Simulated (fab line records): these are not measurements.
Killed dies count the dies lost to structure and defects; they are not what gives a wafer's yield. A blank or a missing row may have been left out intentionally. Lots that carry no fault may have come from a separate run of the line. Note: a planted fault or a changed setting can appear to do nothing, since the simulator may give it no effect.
3 desks, one fault | flow n5 finfet | every desk sees just its own numbers, and what lay behind them comes last

## AT THE METROLOGY DESK
Means of the sampled wafers that have a number, per lot and without regard to the tool the lot ran on: this is what the gauges read. If a lot's mean is further than 4 standard deviations from the usual mean, the lot is out of limits and carries the mark OUT (the distance appears in the brackets).
Columns: A = M8_THK at N5_BEOL_M8_THK_MEAS_53, usual 78.7 nm; B = M8_RS at N5_BEOL_M8_RS_MEAS_57, usual 0.287 ohm/sq; C = M9_ILD_THK at N5_BEOL_M9_THK_MEAS_01, usual 268 nm; D = cd nm at N5_BEOL_M9_CD_MEAS_11, usual 64.2 nm; E = M9_OVL at N5_BEOL_M9_OVL_MEAS_12, usual -0.4 nm; F = cd nm at N5_BEOL_M9_CD_MEAS_18, usual 70.1 nm; G = cd nm at N5_BEOL_M9_CD_MEAS_28, usual 70.02 nm
lot  | first seen here | A    | B     | C   | D    | E    | F    | G
L549 | day 9 17:40     | 77.8 | 0.294 | 269 | 64.5 | -0.5 | 70.3 | 69.81
L552 | day 10 11:09    | 78.7 | 0.285 | 267 | 64.7 | 0.1  | 70.5 | 70.02
L556 | day 11 21:15    | 79.3 | 0.283 | 270 | 65.0 | -1.4 | 70.8 | 70.02
L560 | day 12 13:24    | 77.8 | 0.291 | 264 | 63.9 | -0.8 | 69.7 | 70.26
L570 | day 15 18:07    | 79.2 | 0.285 | 269 | 64.0 | -0.4 | 70.1 | 69.65
Result from this desk: across the 5 lots, nothing is out of limits.

## TOOL OWNER'S DESK, pvd sputter-03
The tool's own readings at N5_BEOL_M9_HM_DEP_02 (deposits TiN, target thk 20 nm): means of the sampled wafers that have a number, for each lot that ran on this tool. If a lot's mean is further than 4 standard deviations from the usual mean, the lot is out of limits and carries the mark OUT (the distance appears in the brackets).
Columns: A = substrate temp c at N5_BEOL_M9_HM_DEP_02, usual 25.02 C; B = throttle valve pct at N5_BEOL_M9_HM_DEP_02, usual 30.8 %
lot  | first seen here | A     | B
L549 | day 9 20:45     | 25.15 | 29.8
L552 | day 10 12:32    | 24.90 | 30.3
L560 | day 12 14:34    | 25.02 | 31.0
Result from this desk: across the 3 lots, nothing is out of limits.

## THE DEFECT DESK
For each lot, the counts of the inspections along the route, averaged over the sampled wafers that have a number. If a lot's mean is further than 4 standard deviations from the usual mean, the lot is out of limits and carries the mark OUT (the distance appears in the brackets).
Columns: A = raw defect count at N5_BEOL_M8_INSPECT_58, usual 71; B = raw defect count at N5_BEOL_M9_INSPECT_13, usual 387
lot  | first seen here | A  | B
L549 | day 9 17:49     | 87 | 356
L552 | day 10 11:19    | 42 | 330
L556 | day 11 21:25    | 95 | 517
L560 | day 12 13:34    | 64 | 420
L570 | day 15 18:16    | 53 | 353
Result from this desk: across the 5 lots, nothing is out of limits.

## TAKEN TOGETHER
At the metrology desk, nothing out of limits was observed.
The tool owner's desk saw nothing out of limits.
The defect desk saw nothing out of limits.

## WHAT THE SIMULATOR HAD PUT IN
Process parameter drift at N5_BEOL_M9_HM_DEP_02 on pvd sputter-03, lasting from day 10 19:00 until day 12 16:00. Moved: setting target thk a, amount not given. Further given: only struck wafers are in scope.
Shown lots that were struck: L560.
